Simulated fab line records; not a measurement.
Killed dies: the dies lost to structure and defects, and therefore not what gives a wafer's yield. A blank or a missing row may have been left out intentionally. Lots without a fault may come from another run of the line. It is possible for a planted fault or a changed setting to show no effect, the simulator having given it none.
Lot-split experiment ; flow n5-finfet ; route with 1938 steps; 7 lots, 21 wafers read

== SPLIT DETAILS ==
At N5_BEOL_M7_PECVD_70 (deposits SiO2 from TEOS/O2, target thk 20 nm, time 22.7 s), the setting temp-c was moved away from the recipe's 400 C on 6 of the 21 wafers read, by -1.7% to +3.4%. All remaining wafers had this setting at the recipe value.

== FROM THE SPLIT TO THE READING: what the file shows between them, 3 steps ==
- N5_BEOL_M7_HM_DEP_02: deposits TiN, target thk 20 nm
- N5_BEOL_M7_COAT_59: time 60 s, resist thk 100 nm
- N5_BEOL_M7_STRIP_80: strips in N2/H2, time 10 s

== THE READING ==
SiO2_of_BEOL_M7_PECVD_70.thk-nm (the simulator's own value, which no gauge read), in nm, at N5_BEOL_M7_HM_STRIP_39 (strips TiN in peroxide tin strip, target depth 25 nm, time 158 s). There is no usual value for it anywhere in the file. The 15 wafers here that ran the recipe average 19.7 nm, standard deviation 0.35 nm.

wafer;tool, chamber at the split;temp-c as run, C;against the recipe;SiO2_of_BEOL_M7_PECVD_70.thk-nm, nm;against lot-mates on the recipe
L078.2;pecvd-03, 1;400;recipe;20;-
L078.6;pecvd-03, 2;400;recipe;20;-
L078.5;pecvd-03, 0;400;recipe;20.4;-
L081.1;pecvd-01, 2;400;recipe;19.6;-
L081.4;pecvd-01, 0;400;recipe;19.8;-
L081.5;pecvd-01, 2;400;recipe;20;-
L083.1;pecvd-02, 2;407.4;+1.8%;18.6;-0.6
L083.2;pecvd-02, 1;400;recipe;19.2;-
L083.3;pecvd-02, 0;407.4;+1.8%;18.4;-0.8
L088.4;pecvd-02, 0,1;400;recipe;19.8;-
L088.6;pecvd-02, 0,1;400;recipe;19.8;-
L088.5;pecvd-02, 2;393.3;-1.7%;20.8;+1.0
L089.2;pecvd-03, 2;400;recipe;19.8;-
L089.3;pecvd-03, 1;413.7;+3.4%;17.6;-2.3
L089.5;pecvd-03, 0;400;recipe;20;-
L090.1;pecvd-02, 1;400;recipe;19.4;-
L090.2;pecvd-02, 2;407.8;+2.0%;18.4;-1.0
L090.4;pecvd-02, 2;407.8;+2.0%;18.6;-0.8
L093.1;pecvd-02, 1;400;recipe;19.4;-
L093.2;pecvd-02, 0;400;recipe;19;-
L093.6;pecvd-02, 1;400;recipe;19.6;-
The file does not say which wafer passed through which chamber wherever a row lists several chambers: such a row stands for several wafers.

THE FIT
A straight line over all 21 wafers: SiO2_of_BEOL_M7_PECVD_70.thk-nm changes by -0.633 nm for each +1% of temp-c; r = -0.92; the points scatter about the line by 0.31 nm.
The same after taking each lot's own level away (the mean of its wafers on the recipe; 21 wafers): -0.55 nm for each +1%; r = -0.95; scatter 0.21 nm.
Per that fit: largest temp-c move, reading shift of 1.9 nm.
From 19.20 to 20.13 nm: that is the span of the lots' own levels, equal to 2.7 times the standard deviation above.
In other words, the slope is changed by the lot-to-lot level; the two fits disagree.
Check: -1.55 nm against its lot-mates is what the line predicts for one of the wafers moved furthest among these (+3.4%) when that wafer is left out of the fit. Against them it came out at -2.3 nm.

== OTHER SPLITS ON THESE WAFERS ==
Other splits were also applied to these wafers ahead of the reading. Each is held against what the fit with the lots' levels taken away leaves over:
other split on the same wafers;wafers away from the commonest value;r with SiO2_of_BEOL_M7_PECVD_70.thk-nm (lot level and that fit taken away)
N5_BEOL_M3_COAT_67 spin-rpm;7;-0.44
N5_BEOL_M4_COAT_05 spin-rpm;4;-0.12
N5_BEOL_M5_COAT_74 spin-rpm;6;+0.27
N5_BEOL_M5_EXPOSE_25 dose-mj;7;-0.01

== THE WHOLE CHAIN: every reading that the file lists as answering this split, in the file's order ==
step;what it does;reading;change (the file's fit);r (the file's)
N5_BEOL_M7_PECVD_70;deposits SiO2 from TEOS/O2, target thk 20 nm, time 22.7 s;SiO2_of_BEOL_M7_PECVD_70.thk-nm (the simulator's own value, which no gauge read);-0.555 nm for each +1% of the setting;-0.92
N5_BEOL_M7_HM_STRIP_39;strips TiN in peroxide tin strip, target depth 25 nm, time 158 s;SiO2_of_BEOL_M7_PECVD_70.thk-nm (the simulator's own value, which no gauge read);-0.579 nm for each +1% of the setting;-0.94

== FILE'S OWN FIT ==
SiO2_of_BEOL_M7_PECVD_70.thk-nm changes by -0.579 nm for each +1% of temp-c, r = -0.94.
